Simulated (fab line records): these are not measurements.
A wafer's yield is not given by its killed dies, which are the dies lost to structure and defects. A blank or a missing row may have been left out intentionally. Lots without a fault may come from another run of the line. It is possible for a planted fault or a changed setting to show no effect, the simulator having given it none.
Problem report in the 8D (eight disciplines) form, filled by code || flow n5Finfet || the parts of the form that need people (team, actions taken, sign-off) are left out

## 1. WHAT IS WRONG
GC_FILL_THK at N5_GATE_CUT_THK_MEAS_24 reads a mean of 227.3 nm on 1 wafer of 1 lot; wafers without a fault read 220.0 nm with a standard deviation of 1.7. That puts it +4.3 standard deviations away from the usual mean.
First seen on wafer L707.4, day 6 04:04, on filmMetro-02. The record has a number at this step for 24 wafers belonging to 8 lots. Rule for "out", or "out of limits": more than 4 standard deviations from the usual mean. The rest of the wafers with a number are treated as sound.

## 2. WHAT THIS IS AND IS NOT
{"question": "which readings at this step", "is": "GC_FILL_THK", "is not": "-"}
{"question": "which lots", "is": "L707", "is not": "L702, L706, L718, L720, L721, L722, L723"}
{"question": "which wafers of those lots", "is": "L707.4", "is not": "L707.2, L707.3"}
{"question": "read on which gauges", "is": "filmMetro-02", "is not": "filmMetro-01"}
{"question": "when", "is": "from day 6 04:04", "is not": "up to then (8 sound wafers); but 15 sound wafers of L718, L720, L721, L722, L723 came after"}

## 3. SUSPECTS, AND WHAT RULES EACH OUT
Counting: a tool at a process step up to the reading stays a suspect if it ran every lot that is out. Sound lots after the first of them don't rule it out here, since some wafers of a struck lot are sound.
- the gauge at N5_GATE_CUT_THK_MEAS_24: kept. All the wafers that are out were read on filmMetro-02, and no step on other tools shows them out.
- cmp-03 at N5_GATE_CUT_CMP_02 (polishes, stops on SiO2, t overpolish 12.7 s, target thk 0 nm): kept. The lot that is out, L707, ran on it at day 6 00:01; the last sound lot it ran before that was L706, at day 5 14:39.
- pecvd-03 at N5_GATE_CUT_HM_DEP_46 (deposits SiO2 from TEOS/O2, target thk 130 nm, time 26.6 s): kept. The lot that is out, L707, ran on it at day 6 00:20; the last sound lot it ran before that was L706, at day 5 14:55.
- rieDiel-04 at N5_GATE_CUT_HM_OPEN_40 (chemistry C4F6/O2, target SiO2, target depth 139 nm, time 85.1 s): kept. It ran the lot that is out, L707 (day 6 01:32).
- rieMetal-02 at N5_GATE_CUT_CUT_ETCH_55 (etches HfO2 in BCl3, target depth 3.2 nm): kept. The lot that is out, L707, ran on it at day 6 01:53; the last sound lot it ran before that was L706, at day 5 16:01.
- rieMetal-02 at N5_GATE_CUT_VAPOR_ETCH_49 (etches TiAlC in BCl3/Cl2): kept. The lot that is out, L707, ran on it at day 6 01:58; the last sound lot it ran before that was L706, at day 5 16:07.
- Within cmp-03 at N5_GATE_CUT_CMP_02: the wafers that are out ran in chamber 0; their sound lot-mates ran in chambers 1, 3.
- Within rieDiel-04 at N5_GATE_CUT_HM_OPEN_40: the wafers that are out ran in chamber 0; their sound lot-mates ran in chambers 2, 3.
- The sound lot-mates ran in chamber 0 of rieMetal-02 at N5_GATE_CUT_CUT_ETCH_55, but the wafers that are out ran in chamber 1.
- The sound lot-mates ran in chamber 0 of rieMetal-02 at N5_GATE_CUT_VAPOR_ETCH_49, but the wafers that are out ran in chamber 1.
Left after counting: cmp-03 at N5_GATE_CUT_CMP_02, pecvd-03 at N5_GATE_CUT_HM_DEP_46, rieDiel-04 at N5_GATE_CUT_HM_OPEN_40, rieMetal-02 at N5_GATE_CUT_CUT_ETCH_55, rieMetal-02 at N5_GATE_CUT_VAPOR_ETCH_49, filmMetro-02 at N5_GATE_CUT_THK_MEAS_24.

## 4. THE CAUSE (what the simulator had put in)
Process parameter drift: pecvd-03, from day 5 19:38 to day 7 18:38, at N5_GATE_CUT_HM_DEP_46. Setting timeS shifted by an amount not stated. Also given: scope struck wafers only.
6 suspects survive the count, and this tool is in that group.

## 5. THE CHAIN OF EFFECTS, in route order
Each row: a reading whose mean over the struck wafers that have a number lies more than 3 standard deviations from the usual. Only readings whose record carries a usual standard deviation are examined. hours: median over the lots of the time between each lot's start at the first step of this table that gives one and its start at this step. sigmas: the change, counted in usual standard deviations.
{"hours": 0, "step": "N5_GATE_CUT_HM_OPEN_40", "reading": "etchRfOnTimeS", "usual": "93.8 s", "on struck wafers": 99.0, "change": "+5.2", "sigmas": "+3.1"}
{"hours": 3, "step": "N5_GATE_CUT_THK_MEAS_24", "reading": "GC_FILL_THK", "usual": "220.0 nm", "on struck wafers": 227.3, "change": "+7.3", "sigmas": "+4.3"}
It contains these process steps:
- N5_GATE_CUT_HM_OPEN_40: chemistry C4F6/O2, target SiO2, target depth 139 nm, time 85.1 s.
Later measuring or inspecting steps at which every struck wafer that the step has a row for has a number for every such reading, and none has moved that far: N5_BEOL_M4_RC_MEAS_101.

## 6. HOW IT WOULD HAVE BEEN CAUGHT EARLIER
Counted from the fault's start at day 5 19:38, it took 8 hours until the first out-of-limits reading at a measuring or inspecting step in this record, taken at day 6 04:04.
Tool readings at N5_GATE_CUT_HM_DEP_46 with a usual standard deviation given in the record: none out on any struck wafer, hence no alarm at a limit of 4 standard deviations on them.
The start of N5_GATE_CUT_HM_DEP_46 on pecvd-03 came by day 6 04:04 for every one of the lots that are out (1). Had the tool been put on hold then, not one of them would have been saved.
